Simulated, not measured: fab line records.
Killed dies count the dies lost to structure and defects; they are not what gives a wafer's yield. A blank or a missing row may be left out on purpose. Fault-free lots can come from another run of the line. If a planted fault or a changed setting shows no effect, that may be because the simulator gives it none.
Comparing a struck lot with a sound one | flow n5_finfet | 38 steps out of a route of 1938
Sound: wafers L717.1, L717.3, L717.6. Wafers struck: L721.3, L721.4, L721.6. The cause is given at the end.
Per side, at each step with rows, come the tool, then ch with its chambers, and then its first start. Under that, the readings that differ: sound wafers | struck wafers | difference of the means | sigmas: that difference in standard deviations of wafers without a fault.
alike: readings with means less than 2 such deviations apart, plus words and numbers identical on both sides. not compared: withheld readings, readings lacking a value on some wafer, bounds such as >300 that could conceal the same value, and numbers that have no deviation in the record and whose values overlap.
The two part at a step that has a row with sigmas, a row that says differs or no value, or rows on one side only. Numbers that have no deviation but don't overlap get no sigmas and don't part them. Lack of a reading on every wafer of one side parts them only where that side has two or more wafers.

first, 9 steps without rows for these wafers: N5_BEOL_M4_ANNEAL_95 (time 240 s); N5_BEOL_M4_SPUTTER_96 (material Cu, target thk 4.5 nm, time 8.29 s); N5_BEOL_M4_ECD_50 (material Cu, target thk 300 nm); N5_BEOL_M4_ANNEAL_51 (time 90 s); N5_BEOL_M4_CMP_52 (polishes, stops on SiOC, t overpolish 6.8 s, target thk 40 nm); N5_BEOL_M4_PRE_CLEAN_60 (time 15 s); N5_BEOL_M4_CO_CAP_55 (material Co, precursor CCTBA/H2, target thk 2 nm, time 102.1 s); N5_BEOL_M4_PRE_CLEAN_56 (time 15 s); N5_BEOL_M4_DEP_57 (deposits SiCN from 3MS/NH3, target thk 8 nm, time 14 s).
N5_BEOL_M4_RC_MEAS_101:
  sound on prober-01 ch 0, day 9 13:59; struck on prober-02 ch 0, day 10 11:17
  alike: DIBL_N, DIBL_P, IOFF_N, IOFF_P, ION_N, ION_P, SS_N, SS_P, VT_N, VT_P
then, 24 steps without rows for these wafers: N5_BEOL_M5_ILD_DEP_00 (deposits SiCOH lowk from DEMS/porogen, target thk 140.64 nm, time 25.9 s); N5_BEOL_M5_CURE_79 (cures SiCOH lowk, time 240 s); N5_BEOL_M5_PECVD_70 (deposits SiO2 from TEOS/O2, target thk 16 nm, time 18 s); N5_BEOL_M5_HM_DEP_02 (deposits TiN, target thk 20 nm); N5_BEOL_M5_COAT_59 (time 60 s, resist thk 60 nm); N5_BEOL_M5_COAT_60 (time 60 s, resist thk 12 nm); N5_BEOL_M5_COAT_71 (time 60 s, resist thk 5 nm); N5_BEOL_M5_COAT_05 (resist thk 30 nm); N5_BEOL_M5_EBR_07; N5_BEOL_M5_SOFTBAKE_06 (time 60 s); N5_BEOL_M5_EXPOSE_08 (exposes mask M5, target cd 28 nm); N5_BEOL_M5_PEB_09 (peb time 60 s); N5_BEOL_M5_DEVELOP_10 (develop time 30 s); N5_BEOL_M5_DESCUM_16 (chemistry O2, time 7 s); N5_BEOL_M5_ETCH_72 (etches underlayer in N2/H2, target depth 6.5 nm, time 5.2 s); N5_BEOL_M5_ETCH_61 (etches SiARC in CF4, target depth 15.6 nm, time 26 s); N5_BEOL_M5_ETCH_62 (etches SOC in N2/H2, target depth 75 nm, overetch 15 nm, time 112.5 s); N5_BEOL_M5_STRIP_63 (strips in N2/H2); N5_BEOL_M5_STRIP_73 (strips in N2/H2); N5_BEOL_M5_STRIP_64 (strips in CF4); N5_BEOL_M5_HM_OPEN_17 (chemistry Cl2/BCl3, target TiN, target depth 20 nm, overetch 6 nm); N5_BEOL_M5_STRIP_19 (strips in O2); N5_BEOL_M5_COAT_65 (time 60 s, resist thk 60 nm); N5_BEOL_M5_COAT_66 (time 60 s, resist thk 12 nm).
-- the record jumps here: 2 days lie between the struck wafers' starts before and after (it left off in module BEOL_M5 and takes up again in module BEOL_M10, whose first step shown is number 1471 of the route) --
N5_BEOL_M10_CURE_71: cures SiCOH lowk, time 240 s.
  sound on uv_cure-01 ch 1, day 11 12:38; struck on uv_cure-02 ch 0, day 12 13:57
  no value came back on the struck wafers for lamp_power_pct (%), run_length_s (s), wafer_temp_C_max; on the sound wafers lamp_power_pct (%) reads 52.39 52.40 52.36
  reading                                             | sound             | struck          | difference | sigmas
  model.SiCOH_lowk_of_BEOL_M10_ILD_DEP_00.thk_nm (nm) | 270.2 268.4 268.6 | 309 314.4 310.8 | +42        |
N5_BEOL_M10_THK_MEAS_01:
  sound on film_metro-02 at day 11 13:10; struck on film_metro-02 at day 12 14:18
  reading          | sound       | struck      | difference | sigmas
  M10_ILD_THK (nm) | 270 268 269 | 309 315 311 | +43        | +12
N5_BEOL_M10_CMP_52: polishes, stops on SiCOH lowk, t overpolish 7 s, target thk 140 nm.
  sound on cmp-01 ch 1,2,3, day 11 21:14; struck on cmp-03 ch 1,2, day 12 23:38
  reading                                             | sound             | struck          | difference | sigmas
  model.SiCOH_lowk_of_BEOL_M10_ILD_DEP_00.thk_nm (nm) | 267.2 265.4 265.6 | 306 311.4 307.8 | +42        |
  alike: clearing_platen_down_force_psi, edge_zone_pressure_frac, motor_current_A
N5_PASSIVATION_PROBE_49:
  sound on prober-02 at day 14 02:34; struck on prober-02 at day 14 21:40
  reading                  | sound          | struck         | difference | sigmas
  defect_limited_yield (%) | 89.0 89.4 90.8 | 71.0 72.2 73.1 | -17.6      | -13
  killed_at_M0_to_M3       | 48 57 37       | 302 269 281    | +237       | +24
  killed_dies              | 130 125 108    | 342 328 317    | +208       | +12
  killed_on_rim            | 15 17 13       | 46 42 41       | +28        | +7
  killed_open              | 95 93 76       | 54 63 55       | -31        | -2
  sort_bin_5_function (%)  | 7.3 6.8 5.2    | 17.5 16.6 15.7 | +10.2      | +10
  sort_bin_6_memory (%)    | 3.3 3.7 3.7    | 10.3 9.8 10.2  | +6.5       | +11
  sort_n_pass              | 1050 1055 1072 | 838 852 863    | -208       | -12
  sort_yield_pct (%)       | 89.0 89.4 90.8 | 71.0 72.2 73.1 | -17.6      | -13
  alike: killed_at_M4_up, killed_at_contacts, killed_at_front_end, killed_at_other, killed_short, sort_bin_8_speed

== WHERE THEY PART ==
Last at N5_PASSIVATION_PROBE_49 as far as this record goes, first at N5_BEOL_M10_CURE_71.

WHY: what the simulator had put in
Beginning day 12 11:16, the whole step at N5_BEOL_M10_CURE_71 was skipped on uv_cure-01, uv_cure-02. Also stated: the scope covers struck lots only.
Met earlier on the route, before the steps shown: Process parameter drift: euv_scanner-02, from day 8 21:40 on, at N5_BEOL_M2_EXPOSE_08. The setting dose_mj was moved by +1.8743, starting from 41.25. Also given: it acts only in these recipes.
